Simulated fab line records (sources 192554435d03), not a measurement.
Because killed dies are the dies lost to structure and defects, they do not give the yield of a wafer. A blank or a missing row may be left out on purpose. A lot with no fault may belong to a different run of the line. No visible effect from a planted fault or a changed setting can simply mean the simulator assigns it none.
One fault through the eyes of 3 desks | flow n5Finfet | each desk has only its own numbers; what lay behind them comes last

THE DEFECT DESK
Counts from the inspections along the route, per lot, as means over the sampled wafers that have a number. The brackets show how far a lot's mean lies from the usual mean; more than 4 standard deviations puts the lot out of limits, marked OUT.
Columns: A = rawDefectCount at N5_HKMG_FIN_INSPECT_61, usual 2.2
lot  | first seen here | A
L565 | day 3 23:38     | 4.3
L566 | day 4 04:53     | 1.0
L567 | day 4 15:59     | 1.3
L572 | day 5 18:32     | 3.0
L573 | day 5 22:49     | 1.0
L574 | day 6 04:45     | 2.0
L576 | day 6 18:27     | 2.0
L578 | day 7 05:23     | 2.3
L586 | day 9 09:11     | 1.7
L588 | day 9 19:24     | 1.3
This desk's verdict: no lot among the 10 shows anything out of limits.

THE TOOL OWNER'S DESK: rieDiel-04
The tool's own readings at N5_HKMG_FIN_ETCH_58 (etches SOC in N2/H2, target depth 215.8 nm, time 741 s): means of the sampled wafers that have a number, for each lot that ran on this tool. The brackets show how far a lot's mean lies from the usual mean; more than 4 standard deviations puts the lot out of limits, marked OUT.
Columns: A = biasW at N5_HKMG_FIN_ETCH_58, usual 13.01 W; B = drypumpMotorCurrentA at N5_HKMG_FIN_ETCH_58, usual 5.5 A; C = oesProductAu at N5_HKMG_FIN_ETCH_58, usual 0.82 a.u.; D = rfVppV at N5_HKMG_FIN_ETCH_58, usual 99.2 V; E = runLengthS at N5_HKMG_FIN_ETCH_58, usual 764.1 s; F = showerheadPlenumPTorr at N5_HKMG_FIN_ETCH_58, usual 2.56 Torr; G = throttleValvePct at N5_HKMG_FIN_ETCH_58, usual 17.90 %
lot  | first seen here | A     | B   | C    | D     | E                       | F    | G
L566 | day 4 05:22     | 13.05 | 5.5 | 0.81 | 99.9  | 764.2                   | 2.60 | 18.05
L567 | day 4 16:37     | 13.01 | 5.5 | 0.86 | 99.8  | 764.3                   | 2.61 | 18.06
L572 | day 5 19:05     | -     | 5.4 | 0.85 | 100.2 | 647.3 (-99 or more) OUT | 2.58 | 17.86
L574 | day 6 05:40     | -     | 5.4 | 0.84 | 99.9  | 647.0 (-99 or more) OUT | 2.58 | 17.88
This desk's finding: out of limits on L572, L574; first on L572, day 5 19:05 (runLengthS at N5_HKMG_FIN_ETCH_58). In limits: L566, L567.

THE METROLOGY DESK
What the gauges read for every lot (on any tool): the sampled wafers with a number, averaged. The brackets show how far a lot's mean lies from the usual mean; more than 4 standard deviations puts the lot out of limits, marked OUT. Of its 10 readings 7 are shown: those that lie furthest out on some lot.
Columns: A = DIBL_N at N5_BEOL_M4_RC_MEAS_101, usual 36.4 mV/V; B = DIBL_P at N5_BEOL_M4_RC_MEAS_101, usual 36.4 mV/V; C = IOFF_N at N5_BEOL_M4_RC_MEAS_101, usual 0.164 nA/um; D = ION_N at N5_BEOL_M4_RC_MEAS_101, usual 675 uA/um; E = SS_N at N5_BEOL_M4_RC_MEAS_101, usual 71.5 mV/dec; F = VT_N at N5_BEOL_M4_RC_MEAS_101, usual 249.2 mV; G = VT_P at N5_BEOL_M4_RC_MEAS_101, usual -250.1 mV
lot  | first seen here | A    | B    | C     | D   | E    | F     | G
L565 | day 7 20:11     | 36.9 | 36.1 | 0.146 | 671 | 70.9 | 249.8 | -255.4
L566 | day 8 09:56     | 37.3 | 35.4 | 0.148 | 669 | 71.3 | 251.8 | -248.3
L567 | day 8 12:26     | 35.9 | 37.2 | 0.166 | 682 | 71.5 | 248.4 | -249.9
L573 | day 9 21:47     | 35.7 | 38.1 | 0.154 | 668 | 71.7 | 251.7 | -245.5
L572 | day 9 23:02     | 39.0 | 39.0 | 0.219 | 694 | 72.1 | 242.9 | -249.2
L574 | day 10 01:30    | 38.6 | 36.6 | 0.188 | 675 | 71.8 | 245.4 | -248.3
L576 | day 10 18:33    | 35.6 | 35.8 | 0.168 | 682 | 72.2 | 247.3 | -246.9
L578 | day 11 04:34    | 33.4 | 34.9 | 0.124 | 663 | 70.8 | 253.0 | -250.6
L586 | day 13 03:38    | 35.1 | 34.9 | 0.154 | 674 | 71.5 | 249.6 | -253.8
L588 | day 13 15:23    | 37.3 | 36.7 | 0.174 | 676 | 71.4 | 249.2 | -250.6
This desk's verdict: no lot among the 10 shows anything out of limits.

PUT TOGETHER
An alarm could have come from the tool owner's desk at day 5 19:05, on L572, L574.
No out-of-limits result turned up at the defect desk.
Metrology desk: nothing out of limits seen.
The defect desk has L572, L574 on record, within its limits.
The metrology desk has L572, L574 on record, within its limits.
The lots listed all ran N5_HKMG_FIN_ETCH_58 on rieDiel-04.

WHAT WAS PUT IN BY THE SIMULATOR
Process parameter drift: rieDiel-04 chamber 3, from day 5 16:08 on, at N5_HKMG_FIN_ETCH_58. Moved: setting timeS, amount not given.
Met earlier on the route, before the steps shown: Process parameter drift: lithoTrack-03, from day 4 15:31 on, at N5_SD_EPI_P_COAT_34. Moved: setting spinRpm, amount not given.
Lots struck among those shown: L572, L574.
Hours from the fault's start to each desk's first reading out of limits: the tool owner's desk, 3.
